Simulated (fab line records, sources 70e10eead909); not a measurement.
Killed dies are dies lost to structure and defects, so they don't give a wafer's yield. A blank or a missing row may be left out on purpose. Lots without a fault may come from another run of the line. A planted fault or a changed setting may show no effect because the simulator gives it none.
Chamber matching | flow nand_harc | NHARC_P_ZERO_WELL_ETCH_63 on rie_si-03: 4 sister chambers
The step etches the open film in HBr/Cl2, target depth 120 nm, time 40.1 s. 4 wafers are shown with their chamber, then 12 later ones without.

WAFERS WITH THEIR CHAMBER
wafer  | chamber | drypump_motor_current_A (A)
L080.6 | 1       | 5.7
L082.1 | 0       | 5.7
L083.1 | 2       | 5.2
L083.6 | 3       | 6.1

WAFERS WITHOUT THEIR CHAMBER
wafer  | drypump_motor_current_A (A)
L086.1 | 6.1
L086.2 | 5.7
L086.5 | 5.7
L092.1 | 5.7
L092.2 | 5.7
L092.4 | 5.2
L095.1 | 5.7
L095.3 | 6.2
L095.4 | 5.7
L096.1 | 5.7
L096.2 | 5.7
L096.3 | 5.2

WHICH CHAMBER EACH WENT THROUGH
wafer  | from the rows above     | in truth
L086.1 | 3                       | 3
L086.2 | can't be placed: 0 or 1 | 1
L086.5 | can't be placed: 0 or 1 | 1
L092.1 | can't be placed: 0 or 1 | 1
L092.2 | can't be placed: 0 or 1 | 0
L092.4 | 2                       | 2
L095.1 | can't be placed: 0 or 1 | 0
L095.3 | 3                       | 3
L095.4 | can't be placed: 0 or 1 | 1
L096.1 | can't be placed: 0 or 1 | 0
L096.2 | can't be placed: 0 or 1 | 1
L096.3 | 2                       | 2
Placed correctly: 4 of 12. Can't be placed from these rows: 8 (the true chamber is among the candidates in 8). Placed wrongly: 0.
How it was worked out, from the rows above alone: a wafer's distance from a chamber is the root of the sum, over the readings, of the square of ((its reading less the chamber's mean) divided by the reading's scatter). The wafer belongs to the nearest chamber; if the next one is less than 2 further off, it can't be placed. A chamber's mean is the mean of its shown wafers. The scatter: with one shown wafer a chamber, the root of the mean of the squares of how far each hidden wafer lies from its nearest shown one.
